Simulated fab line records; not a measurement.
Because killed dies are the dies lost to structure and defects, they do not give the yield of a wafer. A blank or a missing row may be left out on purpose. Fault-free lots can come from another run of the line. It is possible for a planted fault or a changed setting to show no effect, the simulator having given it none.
Split-lot trial / flow n5 finfet / on a route of 1938 steps: 7 lots, 21 wafers read

== SPLIT DETAILS ==
At N5_MOL_CONTACT_COAG_ETCH_106 (etches SOC in N2/H2, target depth 80 nm, overetch 16 nm, time 120 s), the setting source w was moved away from the recipe's 840 W on 3 of the 21 wafers read, by -9.5% to +13.6%. The other wafers ran this setting at the recipe's value.

The split's own step is where the reading is taken.

== THE READING ==
rf vpp V, in V, at N5_MOL_CONTACT_COAG_ETCH_106 (etches SOC in N2/H2, target depth 80 nm, overetch 16 nm, time 120 s). Fault-free wafers of this fab line usually give 524.2 V, standard deviation 1.8 V.

wafer=L079.1; tool, chamber at the split=rie diel-01, 1; source w as run, W=840; against the recipe=recipe; rf vpp V, V=524.4; against lot-mates on the recipe=-
wafer=L079.4; tool, chamber at the split=rie diel-01, 3; source w as run, W=840; against the recipe=recipe; rf vpp V, V=524.4; against lot-mates on the recipe=-
wafer=L079.6; tool, chamber at the split=rie diel-01, 1; source w as run, W=840; against the recipe=recipe; rf vpp V, V=521.2; against lot-mates on the recipe=-
wafer=L080.1; tool, chamber at the split=rie diel-01, 3; source w as run, W=840; against the recipe=recipe; rf vpp V, V=525.1; against lot-mates on the recipe=-
wafer=L080.5; tool, chamber at the split=rie diel-01, 1; source w as run, W=840; against the recipe=recipe; rf vpp V, V=524.6; against lot-mates on the recipe=-
wafer=L080.6; tool, chamber at the split=rie diel-01, 0; source w as run, W=840; against the recipe=recipe; rf vpp V, V=523.2; against lot-mates on the recipe=-
wafer=L082.1; tool, chamber at the split=rie diel-01, 0; source w as run, W=840; against the recipe=recipe; rf vpp V, V=521.9; against lot-mates on the recipe=-
wafer=L082.2; tool, chamber at the split=rie diel-01, 1; source w as run, W=840; against the recipe=recipe; rf vpp V, V=522.7; against lot-mates on the recipe=-
wafer=L082.6; tool, chamber at the split=rie diel-01, 1; source w as run, W=840; against the recipe=recipe; rf vpp V, V=523.1; against lot-mates on the recipe=-
wafer=L084.2; tool, chamber at the split=rie diel-05, 1; source w as run, W=840; against the recipe=recipe; rf vpp V, V=524.1; against lot-mates on the recipe=-
wafer=L084.3; tool, chamber at the split=rie diel-05, 3; source w as run, W=913.5; against the recipe=+8.7%; rf vpp V, V=507.8; against lot-mates on the recipe=-16.0
wafer=L084.4; tool, chamber at the split=rie diel-05, 1; source w as run, W=840; against the recipe=recipe; rf vpp V, V=523.5; against lot-mates on the recipe=-
wafer=L087.1; tool, chamber at the split=rie diel-04, 3; source w as run, W=840; against the recipe=recipe; rf vpp V, V=524.3; against lot-mates on the recipe=-
wafer=L087.4; tool, chamber at the split=rie diel-04, 1; source w as run, W=840; against the recipe=recipe; rf vpp V, V=522.4; against lot-mates on the recipe=-
wafer=L087.6; tool, chamber at the split=rie diel-04, 2; source w as run, W=760.6; against the recipe=-9.5%; rf vpp V, V=541.5; against lot-mates on the recipe=+18.2
wafer=L089.3; tool, chamber at the split=rie diel-04, 3; source w as run, W=840; against the recipe=recipe; rf vpp V, V=524.0; against lot-mates on the recipe=-
wafer=L089.4; tool, chamber at the split=rie diel-04, 2; source w as run, W=840; against the recipe=recipe; rf vpp V, V=523.6; against lot-mates on the recipe=-
wafer=L089.5; tool, chamber at the split=rie diel-04, 3; source w as run, W=840; against the recipe=recipe; rf vpp V, V=523.6; against lot-mates on the recipe=-
wafer=L095.1; tool, chamber at the split=rie diel-04, 2; source w as run, W=840; against the recipe=recipe; rf vpp V, V=523.0; against lot-mates on the recipe=-
wafer=L095.3; tool, chamber at the split=rie diel-04, 1; source w as run, W=840; against the recipe=recipe; rf vpp V, V=522.7; against lot-mates on the recipe=-
wafer=L095.6; tool, chamber at the split=rie diel-04, 2; source w as run, W=954; against the recipe=+13.6%; rf vpp V, V=503.6; against lot-mates on the recipe=-19.2

FIT RESULTS
A straight line over all 21 wafers: rf vpp V changes by -1.65 V for each +1% of source w; r = -0.98; the points scatter about the line by 1.3 V.
The same after taking each lot's own level away (the mean of its wafers on the recipe; 21 wafers): -1.64 V for each +1%; r = -0.98; scatter 1.2 V.
According to that fit, moving source w by its largest amount changes the reading by 22 V.
The lots' own levels span 522.57 to 524.30 V, that is 1.0 times the standard deviation above.
Hence the lot-to-lot level has little effect on the slope; both slopes agree.
Check: -25.4 V against its lot-mates is what the line predicts for one of the wafers moved furthest among these (+13.6%) when that wafer is left out of the fit. Against them it came out at -19.2 V.
Tool readings at the split's step, against how far the setting was moved: rf vpp V r = -0.98.

== FURTHER SPLITS ON THESE WAFERS ==
These wafers also went through other splits before the reading. Each is held against what the fit with the lots' levels taken away leaves over:
other split on the same wafers=N5_HKMG_FIN_ETCH_31 bias w; wafers away from the commonest value=10; r with rf vpp V (lot level and that fit taken away)=-0.30
other split on the same wafers=N5_GATE_CUT_DESCUM_18 time s; wafers away from the commonest value=7; r with rf vpp V (lot level and that fit taken away)=+0.13
other split on the same wafers=N5_GATE_CUT_ETCH_36 cf4 flow sccm; wafers away from the commonest value=7; r with rf vpp V (lot level and that fit taken away)=+0.22

== THE FILE'S OWN FIT ==
rf vpp V changes by -1.64 V for each +1% of source w, r = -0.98.
